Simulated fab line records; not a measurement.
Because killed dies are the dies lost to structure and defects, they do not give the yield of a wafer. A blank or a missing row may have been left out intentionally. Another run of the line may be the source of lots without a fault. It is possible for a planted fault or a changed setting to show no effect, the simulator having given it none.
fab line records :: flow nandHarc
record
  lots=7
  wafers=19
  lastDay=23
route steps=1159 shown A_ONON_D1@424 END@1159
lots that met no fault: taken from a fault-free run of the same line
startH: hours from the record's opening day to when the first of the lot's shown wafers began :: waitH: hours elapsed since this lot's preceding step :: " as in the row above :: L1.1+2: a single row standing in for several wafers :: - no value, or no start given :: * or withheld: withheld :: < > ~ a bound
route shown NAME@n: names a module that has steps shown in the file, with the first one's number in the route :: usual: the fault-free wafers' mean and standard deviation :: same: alike in all rows :: chamber/n: place in a boat :: sites: readings site by site :: _std_site: the standard deviation of these :: _edge_site: the outer-site mean with the inner-site mean subtracted :: radiusMm: for every site, how far away it sits from the centre of the wafer :: mask NAME#n: copy n :: behind: the tool/chamber that last shaped the wafer :: hold: the reason the lot was held/the length of the hold in hours/how it ended :: device: the n, p or np transistor that did not switch :: end of line: tests of these same wafers at the route's end :: for a step that has no rows: nothing shown but its recipe :: killed: the dies lost at the first sort to structure and to defects; this is not the yield of the wafer :: map: a wafer's dies, x killed, . not, _ none there
set.NAME: the setting as run; set.NAME@STEP: as run at that earlier step :: model.NAME: the simulator's own value behind a step, which no gauge read
a table for each step, a row for each wafer; lots at some steps of the route
services: when a tool's chamber went out of use (startH, in hours from the record's first day, below 0 if earlier), for how many hours, and the reason
## steps
# step NHARC_A_ONON_D1_DEP_00
# recipe
  targetThkA=10000
  n2FlowSccm=2750
  n2oFlowSccm=2000
  nh3FlowSccm=500
  sih4FlowSccm=210
  tempC=400
# step NHARC_A_ONON_D1_THK_MEAS_02
# recipe
  thkMeasGauge=ellipsometry
# usual
  thkNm=1000/8.1
lot.wafer: L701.1
tool: filmMetro-01
chamber: -
startH: 174.40
waitH: -
thkNm: 1003

lot.wafer: L701.3
tool: filmMetro-01
chamber: -
startH: 174.40
waitH: -
thkNm: 1003

lot.wafer: L701.6
tool: filmMetro-01
chamber: -
startH: 174.40
waitH: -
thkNm: 1004

lot.wafer: L702.1
tool: filmMetro-02
chamber: -
startH: 185.90
waitH: -
thkNm: 1012

lot.wafer: L702.3
tool: filmMetro-02
chamber: -
startH: 185.90
waitH: -
thkNm: 1010

lot.wafer: L702.6
tool: filmMetro-02
chamber: -
startH: 185.90
waitH: -
thkNm: 1011

lot.wafer: L712.2
tool: filmMetro-01
chamber: -
startH: 229.59
waitH: -
thkNm: 1001

lot.wafer: L712.5
tool: filmMetro-01
chamber: -
startH: 229.59
waitH: -
thkNm: 1000

lot.wafer: L712.6
tool: filmMetro-01
chamber: -
startH: 229.59
waitH: -
thkNm: 1002

lot.wafer: L711.1
tool: filmMetro-02
chamber: -
startH: 236.31
waitH: -
thkNm: 989

lot.wafer: L711.6
tool: filmMetro-02
chamber: -
startH: 236.31
waitH: -
thkNm: 988

lot.wafer: L713.1
tool: filmMetro-01
chamber: -
startH: 248.84
waitH: -
thkNm: 1010

lot.wafer: L713.6
tool: filmMetro-01
chamber: -
startH: 248.84
waitH: -
thkNm: 1009

lot.wafer: L717.2
tool: filmMetro-02
chamber: -
startH: 266.22
waitH: -
thkNm: 1006

lot.wafer: L717.5
tool: filmMetro-02
chamber: -
startH: 266.22
waitH: -
thkNm: 1008

lot.wafer: L717.6
tool: filmMetro-02
chamber: -
startH: 266.22
waitH: -
thkNm: 1005

lot.wafer: L719.1
tool: filmMetro-02
chamber: -
startH: 276.28
waitH: -
thkNm: 999

lot.wafer: L719.3
tool: filmMetro-02
chamber: -
startH: 276.28
waitH: -
thkNm: 999

lot.wafer: L719.5
tool: filmMetro-02
chamber: -
startH: 276.28
waitH: -
thkNm: 998
# step NHARC_A_ONON_D1_DEP_03
# recipe
  targetThkA=10000
  n2FlowSccm=2750
  n2oFlowSccm=2000
  nh3FlowSccm=500
  sih4FlowSccm=210
  tempC=400
# step NHARC_A_ONON_D1_THK_MEAS_05
# recipe
  thkMeasGauge=ellipsometry
# usual
  thkNm=1003/8.1
lot.wafer: L701.1
tool: filmMetro-02
chamber: -
startH: 174.96
waitH: -
thkNm: 995

lot.wafer: L701.3
tool: filmMetro-02
chamber: -
startH: 174.96
waitH: -
thkNm: 996

lot.wafer: L701.6
tool: filmMetro-02
chamber: -
startH: 174.96
waitH: -
thkNm: 996

lot.wafer: L702.1
tool: filmMetro-02
chamber: -
startH: 186.46
waitH: -
thkNm: 1011

lot.wafer: L702.3
tool: filmMetro-02
chamber: -
startH: 186.46
waitH: -
thkNm: 1013

lot.wafer: L702.6
tool: filmMetro-02
chamber: -
startH: 186.46
waitH: -
thkNm: 1011

lot.wafer: L712.2
tool: filmMetro-01
chamber: -
startH: 230.16
waitH: -
thkNm: 1002

lot.wafer: L712.5
tool: filmMetro-01
chamber: -
startH: 230.16
waitH: -
thkNm: 1003

lot.wafer: L712.6
tool: filmMetro-01
chamber: -
startH: 230.16
waitH: -
thkNm: 1003

lot.wafer: L711.1
tool: filmMetro-01
chamber: -
startH: 236.90
waitH: -
thkNm: 1018

lot.wafer: L711.6
tool: filmMetro-01
chamber: -
startH: 236.90
waitH: -
thkNm: 1017

lot.wafer: L713.1
tool: filmMetro-02
chamber: -
startH: 249.40
waitH: -
thkNm: 1007

lot.wafer: L713.6
tool: filmMetro-02
chamber: -
startH: 249.40
waitH: -
thkNm: 1006

lot.wafer: L717.2
tool: filmMetro-01
chamber: -
startH: 266.80
waitH: -
thkNm: 1003

lot.wafer: L717.5
tool: filmMetro-01
chamber: -
startH: 266.80
waitH: -
thkNm: 1002

lot.wafer: L717.6
tool: filmMetro-01
chamber: -
startH: 266.80
waitH: -
thkNm: 1002

lot.wafer: L719.1
tool: filmMetro-02
chamber: -
startH: 276.84
waitH: -
thkNm: 990

lot.wafer: L719.3
tool: filmMetro-02
chamber: -
startH: 276.84
waitH: -
thkNm: 990

lot.wafer: L719.5
tool: filmMetro-02
chamber: -
startH: 276.84
waitH: -
thkNm: 990
# step NHARC_A_ONON_D1_DEP_06
# recipe
  targetThkA=10000
  n2FlowSccm=2750
  n2oFlowSccm=2000
  nh3FlowSccm=500
  sih4FlowSccm=210
  tempC=400
# step NHARC_A_ONON_D1_THK_MEAS_08
# recipe
  thkMeasGauge=ellipsometry
# usual
  thkNm=1002/12
lot.wafer: L701.1
tool: filmMetro-01
chamber: -
startH: 175.54
waitH: -
thkNm: 1017

lot.wafer: L701.3
tool: filmMetro-01
chamber: -
startH: 175.54
waitH: -
thkNm: 1017

lot.wafer: L701.6
tool: filmMetro-01
chamber: -
startH: 175.54
waitH: -
thkNm: 1017

lot.wafer: L702.1
tool: filmMetro-02
chamber: -
startH: 187.03
waitH: -
thkNm: 997

lot.wafer: L702.3
tool: filmMetro-02
chamber: -
startH: 187.03
waitH: -
thkNm: 998

lot.wafer: L702.6
tool: filmMetro-02
chamber: -
startH: 187.03
waitH: -
thkNm: 998

lot.wafer: L712.2
tool: filmMetro-02
chamber: -
startH: 230.72
waitH: -
thkNm: 1016

lot.wafer: L712.5
tool: filmMetro-02
chamber: -
startH: 230.72
waitH: -
thkNm: 1018

lot.wafer: L712.6
tool: filmMetro-02
chamber: -
startH: 230.72
waitH: -
thkNm: 1018

lot.wafer: L711.1
tool: filmMetro-01
chamber: -
startH: 237.47
waitH: -
thkNm: 1009

lot.wafer: L711.6
tool: filmMetro-01
chamber: -
startH: 237.47
waitH: -
thkNm: 1008

lot.wafer: L713.1
tool: filmMetro-02
chamber: -
startH: 249.97
waitH: -
thkNm: 1006

lot.wafer: L713.6
tool: filmMetro-02
chamber: -
startH: 249.97
waitH: -
thkNm: 1004

lot.wafer: L717.2
tool: filmMetro-01
chamber: -
startH: 267.36
waitH: -
thkNm: 1009

lot.wafer: L717.5
tool: filmMetro-01
chamber: -
startH: 267.36
waitH: -
thkNm: 1011

lot.wafer: L717.6
tool: filmMetro-01
chamber: -
startH: 267.36
waitH: -
thkNm: 1010

lot.wafer: L719.1
tool: filmMetro-01
chamber: -
startH: 277.41
waitH: -
thkNm: 1015

lot.wafer: L719.3
tool: filmMetro-01
chamber: -
startH: 277.41
waitH: -
thkNm: 1016

lot.wafer: L719.5
tool: filmMetro-01
chamber: -
startH: 277.41
waitH: -
thkNm: 1016
# step NHARC_A_ONON_D1_DEP_09
# recipe
  targetThkA=10000
  n2FlowSccm=2750
  n2oFlowSccm=2000
  nh3FlowSccm=500
  sih4FlowSccm=210
  tempC=400
# step NHARC_A_ONON_D1_THK_MEAS_11
# recipe
  thkMeasGauge=ellipsometry
# usual
  thkNm=1002/10
lot.wafer: L701.1
tool: filmMetro-01
chamber: -
startH: 176.16
waitH: -
thkNm: 1017

lot.wafer: L701.3
tool: filmMetro-01
chamber: -
startH: 176.16
waitH: -
thkNm: 1019

lot.wafer: L701.6
tool: filmMetro-01
chamber: -
startH: 176.16
waitH: -
thkNm: 1016

lot.wafer: L702.1
tool: filmMetro-02
chamber: -
startH: 187.60
waitH: -
thkNm: 1013

lot.wafer: L702.3
tool: filmMetro-02
chamber: -
startH: 187.60
waitH: -
thkNm: 1013

lot.wafer: L702.6
tool: filmMetro-02
chamber: -
startH: 187.60
waitH: -
thkNm: 1014

lot.wafer: L712.2
tool: filmMetro-01
chamber: -
startH: 231.29
waitH: -
thkNm: 996

lot.wafer: L712.5
tool: filmMetro-01
chamber: -
startH: 231.29
waitH: -
thkNm: 996

lot.wafer: L712.6
tool: filmMetro-01
chamber: -
startH: 231.29
waitH: -
thkNm: 996

lot.wafer: L711.1
tool: filmMetro-02
chamber: -
startH: 238.04
waitH: -
thkNm: 973

lot.wafer: L711.6
tool: filmMetro-02
chamber: -
startH: 238.04
waitH: -
thkNm: 971

lot.wafer: L713.1
tool: filmMetro-02
chamber: -
startH: 250.54
waitH: -
thkNm: 1009

lot.wafer: L713.6
tool: filmMetro-02
chamber: -
startH: 250.54
waitH: -
thkNm: 1011

lot.wafer: L717.2
tool: filmMetro-01
chamber: -
startH: 267.94
waitH: -
thkNm: 1001

lot.wafer: L717.5
tool: filmMetro-01
chamber: -
startH: 267.94
waitH: -
thkNm: 1000

lot.wafer: L717.6
tool: filmMetro-01
chamber: -
startH: 267.94
waitH: -
thkNm: 1002

lot.wafer: L719.1
tool: filmMetro-01
chamber: -
startH: 277.98
waitH: -
thkNm: 1003

lot.wafer: L719.3
tool: filmMetro-01
chamber: -
startH: 277.98
waitH: -
thkNm: 1003

lot.wafer: L719.5
tool: filmMetro-01
chamber: -
startH: 277.98
waitH: -
thkNm: 1004
# step NHARC_A_ONON_D1_DEP_12
# recipe
  targetThkA=10000
  n2FlowSccm=2750
  n2oFlowSccm=2000
  nh3FlowSccm=500
  sih4FlowSccm=210
  tempC=400
# step NHARC_A_ONON_D1_THK_MEAS_14
# recipe
  thkMeasGauge=ellipsometry
# usual
  thkNm=998/6.7
lot.wafer: L701.1
tool: filmMetro-01
chamber: -
startH: 176.73
waitH: -
thkNm: 990

lot.wafer: L701.3
tool: filmMetro-01
chamber: -
startH: 176.73
waitH: -
thkNm: 988

lot.wafer: L701.6
tool: filmMetro-01
chamber: -
startH: 176.73
waitH: -
thkNm: 990

lot.wafer: L702.1
tool: filmMetro-01
chamber: -
startH: 188.18
waitH: -
thkNm: 1013

lot.wafer: L702.3
tool: filmMetro-01
chamber: -
startH: 188.18
waitH: -
thkNm: 1014

lot.wafer: L702.6
tool: filmMetro-01
chamber: -
startH: 188.18
waitH: -
thkNm: 1014

lot.wafer: L712.2
tool: filmMetro-02
chamber: -
startH: 231.86
waitH: -
thkNm: 995

lot.wafer: L712.5
tool: filmMetro-02
chamber: -
startH: 231.86
waitH: -
thkNm: 996

lot.wafer: L712.6
tool: filmMetro-02
chamber: -
startH: 231.86
waitH: -
thkNm: 993

lot.wafer: L711.1
tool: filmMetro-01
chamber: -
startH: 238.60
waitH: -
thkNm: 1002

lot.wafer: L711.6
tool: filmMetro-01
chamber: -
startH: 238.60
waitH: -
thkNm: 1004

lot.wafer: L713.1
tool: filmMetro-01
chamber: -
startH: 251.11
waitH: -
thkNm: 996

lot.wafer: L713.6
tool: filmMetro-01
chamber: -
startH: 251.11
waitH: -
thkNm: 998

lot.wafer: L717.2
tool: filmMetro-02
chamber: -
startH: 268.50
waitH: -
thkNm: 999

lot.wafer: L717.5
tool: filmMetro-02
chamber: -
startH: 268.50
waitH: -
thkNm: 998

lot.wafer: L717.6
tool: filmMetro-02
chamber: -
startH: 268.50
waitH: -
thkNm: 997

lot.wafer: L719.1
tool: filmMetro-01
chamber: -
startH: 278.54
waitH: -
thkNm: 1006

lot.wafer: L719.3
tool: filmMetro-01
chamber: -
startH: 278.54
waitH: -
thkNm: 1007

lot.wafer: L719.5
tool: filmMetro-01
chamber: -
startH: 278.54
waitH: -
thkNm: 1007
# step NHARC_A_ONON_D1_ANNEAL_15
# recipe
  tempC=750
  timeS=3600
# step NHARC_A_ONON_D1_DEP_16
# recipe
  targetThkA=10000
  n2FlowSccm=2750
  n2oFlowSccm=2000
  nh3FlowSccm=500
  sih4FlowSccm=210
  tempC=400
# usual
  susceptorTempC=400.00/0.19
lot.wafer: L701.1
tool: pecvdOnon-02
chamber: 0
startH: 187.84
waitH: 0.1
susceptorTempC: 400.00

lot.wafer: L701.3
tool: pecvdOnon-02
chamber: 0
startH: 187.84
waitH: 0.1
susceptorTempC: 399.86

lot.wafer: L701.6
tool: pecvdOnon-02
chamber: 0
startH: 187.84
waitH: 0.1
susceptorTempC: 399.90

lot.wafer: L702.1
tool: pecvdOnon-02
chamber: 0
startH: 195.56
waitH: 0.1
susceptorTempC: 399.80

lot.wafer: L702.3
tool: pecvdOnon-02
chamber: 0
startH: 195.56
waitH: 0.1
susceptorTempC: 399.93

lot.wafer: L702.6
tool: pecvdOnon-02
chamber: 0
startH: 195.56
waitH: 0.1
susceptorTempC: 400.05

lot.wafer: L712.2
tool: pecvdOnon-02
chamber: 0
startH: 238.50
waitH: 0.1
susceptorTempC: 399.84

lot.wafer: L712.5
tool: pecvdOnon-02
chamber: 0
startH: 238.50
waitH: 0.1
susceptorTempC: 400.07

lot.wafer: L712.6
tool: pecvdOnon-02
chamber: 0
startH: 238.50
waitH: 0.1
susceptorTempC: 399.52

lot.wafer: L711.1
tool: pecvdOnon-02
chamber: 0
startH: 245.11
waitH: 0.1
susceptorTempC: 400.55

lot.wafer: L711.6
tool: pecvdOnon-02
chamber: 0
startH: 245.11
waitH: 0.1
susceptorTempC: 400.28

lot.wafer: L713.1
tool: pecvdOnon-02
chamber: 0
startH: 260.58
waitH: 0.1
susceptorTempC: 400.21

lot.wafer: L713.6
tool: pecvdOnon-02
chamber: 0
startH: 260.58
waitH: 0.1
susceptorTempC: 400.19

lot.wafer: L717.2
tool: pecvdOnon-04
chamber: 0
startH: 275.02
waitH: 0.1
susceptorTempC: 399.79

lot.wafer: L717.5
tool: pecvdOnon-04
chamber: 0
startH: 275.02
waitH: 0.1
susceptorTempC: 399.70

lot.wafer: L717.6
tool: pecvdOnon-04
chamber: 0
startH: 275.02
waitH: 0.1
susceptorTempC: 399.86

lot.wafer: L719.1
tool: pecvdOnon-03
chamber: 0
startH: 285.17
waitH: 0.1
susceptorTempC: 400.01

lot.wafer: L719.3
tool: pecvdOnon-03
chamber: 0
startH: 285.17
waitH: 0.1
susceptorTempC: 400.03

lot.wafer: L719.5
tool: pecvdOnon-03
chamber: 0
startH: 285.17
waitH: 0.1
susceptorTempC: 400.20
# step NHARC_A_ONON_D1_THK_MEAS_18
# recipe
  thkMeasGauge=ellipsometry
# usual
  thkNm=1003/9.6
lot.wafer: L701.1
tool: filmMetro-02
chamber: -
startH: 188.34
waitH: -
thkNm: 982

lot.wafer: L701.3
tool: filmMetro-02
chamber: -
startH: 188.34
waitH: -
thkNm: 984

lot.wafer: L701.6
tool: filmMetro-02
chamber: -
startH: 188.34
waitH: -
thkNm: 983

lot.wafer: L702.1
tool: filmMetro-01
chamber: -
startH: 196.07
waitH: -
thkNm: 1014

lot.wafer: L702.3
tool: filmMetro-01
chamber: -
startH: 196.07
waitH: -
thkNm: 1013

lot.wafer: L702.6
tool: filmMetro-01
chamber: -
startH: 196.07
waitH: -
thkNm: 1014

lot.wafer: L712.2
tool: filmMetro-02
chamber: -
startH: 238.96
waitH: -
thkNm: 922

lot.wafer: L712.5
tool: filmMetro-02
chamber: -
startH: 238.96
waitH: -
thkNm: 998

lot.wafer: L712.6
tool: filmMetro-02
chamber: -
startH: 238.96
waitH: -
thkNm: 921

lot.wafer: L711.1
tool: filmMetro-01
chamber: -
startH: 245.62
waitH: -
thkNm: 990

lot.wafer: L711.6
tool: filmMetro-01
chamber: -
startH: 245.62
waitH: -
thkNm: 916

lot.wafer: L713.1
tool: filmMetro-01
chamber: -
startH: 261.09
waitH: -
thkNm: 1010

lot.wafer: L713.6
tool: filmMetro-01
chamber: -
startH: 261.09
waitH: -
thkNm: 934

lot.wafer: L717.2
tool: filmMetro-02
chamber: -
startH: 275.48
waitH: -
thkNm: 1010

lot.wafer: L717.5
tool: filmMetro-02
chamber: -
startH: 275.48
waitH: -
thkNm: 1010

lot.wafer: L717.6
tool: filmMetro-02
chamber: -
startH: 275.48
waitH: -
thkNm: 1011

lot.wafer: L719.1
tool: filmMetro-01
chamber: -
startH: 285.68
waitH: -
thkNm: 998

lot.wafer: L719.3
tool: filmMetro-01
chamber: -
startH: 285.68
waitH: -
thkNm: 998

lot.wafer: L719.5
tool: filmMetro-01
chamber: -
startH: 285.68
waitH: -
thkNm: 995
# step NHARC_A_ONON_D1_DEP_19
# recipe
  targetThkA=10000
  n2FlowSccm=2750
  n2oFlowSccm=2000
  nh3FlowSccm=500
  sih4FlowSccm=210
  tempC=400
# step NHARC_END_SORT_01
# recipe
  tempC=25
# usual
  killedAtArray=26/10
  killedAtOther=0.8/1.1
  killedAtPeriphery=3.3/2.6
  killedDies=30/11
  killedOpen=3.4/1.8
  killedShort=2.0/1.3
# same
  grossDies=677
lot.wafer: L712.2
tool: prober-02
chamber: 0
startH: 507.65
waitH: 2.8
killedAtArray: 676
killedAtOther: 1
killedAtPeriphery: 0
killedDies: 677
killedOpen: 6
killedShort: 2

lot.wafer: L712.5
tool: prober-02
chamber: 0
startH: 510.05
waitH: 3.7
killedAtArray: 34
killedAtOther: 0
killedAtPeriphery: 5
killedDies: 39
killedOpen: 8
killedShort: 2

lot.wafer: L712.6
tool: prober-02
chamber: 0
startH: 510.85
waitH: 4.0
killedAtArray: 673
killedAtOther: 0
killedAtPeriphery: 4
killedDies: 677
killedOpen: 9
killedShort: 3

lot.wafer: L711.1
tool: prober-02
chamber: 0
startH: 514.69
waitH: 2.5
killedAtArray: 15
killedAtOther: 0
killedAtPeriphery: 3
killedDies: 18
killedOpen: 4
killedShort: 1

lot.wafer: L711.6
tool: prober-02
chamber: 0
startH: 518.65
waitH: 4.0
killedAtArray: 672
killedAtOther: 0
killedAtPeriphery: 5
killedDies: 677
killedOpen: 2
killedShort: 2

lot.wafer: L713.6
tool: prober-01
chamber: 0
startH: 533.10
waitH: 4.0
killedAtArray: 670
killedAtOther: 2
killedAtPeriphery: 5
killedDies: 677
killedOpen: 2
killedShort: 1

lot.wafer: L717.2
tool: prober-01
chamber: 0
startH: 549.10
waitH: 2.8
killedAtArray: 35
killedAtOther: 1
killedAtPeriphery: 7
killedDies: 43
killedOpen: 4
killedShort: 3

lot.wafer: L717.5
tool: prober-01
chamber: 0
startH: 551.51
waitH: 3.7
killedAtArray: 33
killedAtOther: 0
killedAtPeriphery: 2
killedDies: 35
killedOpen: 0
killedShort: 0

lot.wafer: L717.6
tool: prober-01
chamber: 0
startH: 552.31
waitH: 4.0
killedAtArray: 39
killedAtOther: 2
killedAtPeriphery: 4
killedDies: 45
killedOpen: 3
killedShort: 0
# killed by level:class
L712.2 A_ONON_D1:areaDep=637 A_CHANNEL_HOLE_D1:chamberFilmFlake=17 A_SLIT:chamberFilmFlake=8 A_CONTACT:chamberFilmFlake=5 A_CHANNEL_HOLE_D1:geometricParticle:open=2 A_WL_FILL:chamberFilmFlake=2 A_SOURCE_PLATE:geometricParticle:open=1 A_WL_FILL:geometricParticle:short=1
L712.5 A_CHANNEL_HOLE_D1:chamberFilmFlake=15 A_SLIT:chamberFilmFlake=9 A_CHANNEL_FILL_D1:chamberFilmFlake=3 P_GATE:geometricParticle:open=2 P_CONTACT:geometricParticle:open=1 P_M0:geometricParticle:open=1 P_M2:geometricParticle:open=1 A_ONON_D1:geometricParticle:short=1
L712.6 A_ONON_D1:areaDep=635 A_SLIT:chamberFilmFlake=16 A_CHANNEL_HOLE_D1:chamberFilmFlake=8 A_CONTACT:chamberFilmFlake=3 P_M0:geometricParticle:open=2 A_ONON_D1:geometricParticle:short=2 A_M0:geometricParticle:open=2 P_STI:geometricParticle:open=1
L711.1 A_CHANNEL_HOLE_D1:chamberFilmFlake=5 A_ZERO_WELL:chamberFilmFlake=3 A_STAIRCASE:chamberFilmFlake=2 P_STI:geometricParticle:open=1 P_GATE:geometricParticle:open=1 A_ONON_D1:geometricParticle:short=1 A_ONON_D1:geometricParticle:open=1 A_BLC:geometricParticle:open=1
L711.6 A_ONON_D1:areaDep=664 A_STAIRCASE:chamberFilmFlake=4 P_STI:chamberFilmFlake=3 P_CONTACT:geometricParticle:short=1 P_M1:geometricParticle:open=1 A_CHANNEL_FILL_D1:geometricParticle:short=1 A_BLC:geometricParticle:open=1 A_CHANNEL_HOLE_D1:chamberFilmFlake=1
L713.6 A_ONON_D1:areaDep=636 A_SLIT:chamberFilmFlake=17 A_CHANNEL_HOLE_D1:chamberFilmFlake=5 A_CONTACT:chamberFilmFlake=5 P_M1:chamberFilmFlake=4 A_BONDPAD:chamberFilmFlake=4 THIN_TSV:chamberFilmFlake=2 P_GATE:geometricParticle:short=1
L717.2 A_SLIT:chamberFilmFlake=21 A_CHANNEL_HOLE_D1:chamberFilmFlake=8 P_STI:chamberFilmFlake=4 A_WL_FILL:geometricParticle:open=2 A_CONTACT:chamberFilmFlake=2 P_CONTACT:geometricParticle:short=1 P_M0:geometricParticle:open=1 P_M1:geometricParticle:open=1
L717.5 A_CHANNEL_HOLE_D1:chamberFilmFlake=15 A_SLIT:chamberFilmFlake=12 A_CONTACT:chamberFilmFlake=3 P_GATE:chamberFilmFlake=2 A_STAIRCASE:chamberFilmFlake=2 A_CHANNEL_FILL_D1:chamberFilmFlake=1
L717.6 A_SLIT:chamberFilmFlake=21 A_CHANNEL_HOLE_D1:chamberFilmFlake=8 A_CONTACT:chamberFilmFlake=4 P_STI:chamberFilmFlake=2 P_GATE:chamberFilmFlake=2 THIN_TSV:chamberFilmFlake=2 A_ONON_D1:geometricParticle:open=1 A_CHANNEL_FILL_D1:geometricParticle:open=1
# map L711.6 (x killed, . not)
____________x____________
_________xxxxxxx_________
_______xxxxxxxxxxx_______
______xxxxxxxxxxxxx______
_____xxxxxxxxxxxxxxx_____
____xxxxxxxxxxxxxxxxx____
____xxxxxxxxxxxxxxxxx____
___xxxxxxxxxxxxxxxxxxx___
___xxxxxxxxxxxxxxxxxxx___
__xxxxxxxxxxxxxxxxxxxxx__
__xxxxxxxxxxxxxxxxxxxxx__
_xxxxxxxxxxxxxxxxxxxxxxx_
_xxxxxxxxxxxxxxxxxxxxxxx_
_xxxxxxxxxxxxxxxxxxxxxxx_
_xxxxxxxxxxxxxxxxxxxxxxx_
_xxxxxxxxxxxxxxxxxxxxxxx_
xxxxxxxxxxxxxxxxxxxxxxxxx
xxxxxxxxxxxxxxxxxxxxxxxxx
xxxxxxxxxxxxxxxxxxxxxxxxx
xxxxxxxxxxxxxxxxxxxxxxxxx
xxxxxxxxxxxxxxxxxxxxxxxxx
_xxxxxxxxxxxxxxxxxxxxxxx_
_xxxxxxxxxxxxxxxxxxxxxxx_
_xxxxxxxxxxxxxxxxxxxxxxx_
_xxxxxxxxxxxxxxxxxxxxxxx_
_xxxxxxxxxxxxxxxxxxxxxxx_
__xxxxxxxxxxxxxxxxxxxxx__
__xxxxxxxxxxxxxxxxxxxxx__
___xxxxxxxxxxxxxxxxxxx___
___xxxxxxxxxxxxxxxxxxx___
____xxxxxxxxxxxxxxxxx____
____xxxxxxxxxxxxxxxxx____
_____xxxxxxxxxxxxxxx_____
______xxxxxxxxxxxxx______
_______xxxxxxxxxxx_______
_________xxxxxxx_________
____________x____________
# map L712.2 (x killed, . not)
____________x____________
_________xxxxxxx_________
_______xxxxxxxxxxx_______
______xxxxxxxxxxxxx______
_____xxxxxxxxxxxxxxx_____
____xxxxxxxxxxxxxxxxx____
____xxxxxxxxxxxxxxxxx____
___xxxxxxxxxxxxxxxxxxx___
___xxxxxxxxxxxxxxxxxxx___
__xxxxxxxxxxxxxxxxxxxxx__
__xxxxxxxxxxxxxxxxxxxxx__
_xxxxxxxxxxxxxxxxxxxxxxx_
_xxxxxxxxxxxxxxxxxxxxxxx_
_xxxxxxxxxxxxxxxxxxxxxxx_
_xxxxxxxxxxxxxxxxxxxxxxx_
_xxxxxxxxxxxxxxxxxxxxxxx_
xxxxxxxxxxxxxxxxxxxxxxxxx
xxxxxxxxxxxxxxxxxxxxxxxxx
xxxxxxxxxxxxxxxxxxxxxxxxx
xxxxxxxxxxxxxxxxxxxxxxxxx
xxxxxxxxxxxxxxxxxxxxxxxxx
_xxxxxxxxxxxxxxxxxxxxxxx_
_xxxxxxxxxxxxxxxxxxxxxxx_
_xxxxxxxxxxxxxxxxxxxxxxx_
_xxxxxxxxxxxxxxxxxxxxxxx_
_xxxxxxxxxxxxxxxxxxxxxxx_
__xxxxxxxxxxxxxxxxxxxxx__
__xxxxxxxxxxxxxxxxxxxxx__
___xxxxxxxxxxxxxxxxxxx___
___xxxxxxxxxxxxxxxxxxx___
____xxxxxxxxxxxxxxxxx____
____xxxxxxxxxxxxxxxxx____
_____xxxxxxxxxxxxxxx_____
______xxxxxxxxxxxxx______
_______xxxxxxxxxxx_______
_________xxxxxxx_________
____________x____________
## services
tool: pecvdOnon-04
chamber: -
startH: 237.28
hours: 13.0
kind: pm
## key
firstSign
  step=NHARC_A_ONON_D1_THK_MEAS_18
  reading=thkNm
  direction=down
  sigmas=8.3
  usual=1003
  struck=923
effect
  step=NHARC_END_SORT_01
  reading=killedAtArray
  direction=up
  sigmas=62
  usual=26
  struck=673
moreKillsBornAt
  NHARC_A_ONON_D1_DEP_16@pecvdOnon-02=2572
metAt NHARC_A_ONON_D1_DEP_16
struckWafers L711.6,L712.2,L712.6,L713.6
laterRowsLeftOut L711.6,L712.2,L712.6,L713.6
testerLeftOut L711,L712,L713
onsetBetween 195.56 238.50
fault
  kind=processParameterDrift
  tool=pecvdOnon-02
  chamber=-
  onsetH=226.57
  steps=NHARC_A_ONON_D1_DEP_16
  channel=targetThkA
  offset=*
  shape=step
  endH=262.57
  scope=struckWafersOnly
  actsIn=*
  stated=*
# testerLeftOut: of these lots the tester's yield and bins aren't shown, on N5 and GAA mostly nor the transistor test; their killed dies are dies lost to structure and defects alone, not to doping, threshold or leakage, so they don't give the yield
# laterRowsLeftOut: the simulator's readings of these wafers behind a module that went badly wrong aren't trusted and aren't shown, but for the sort
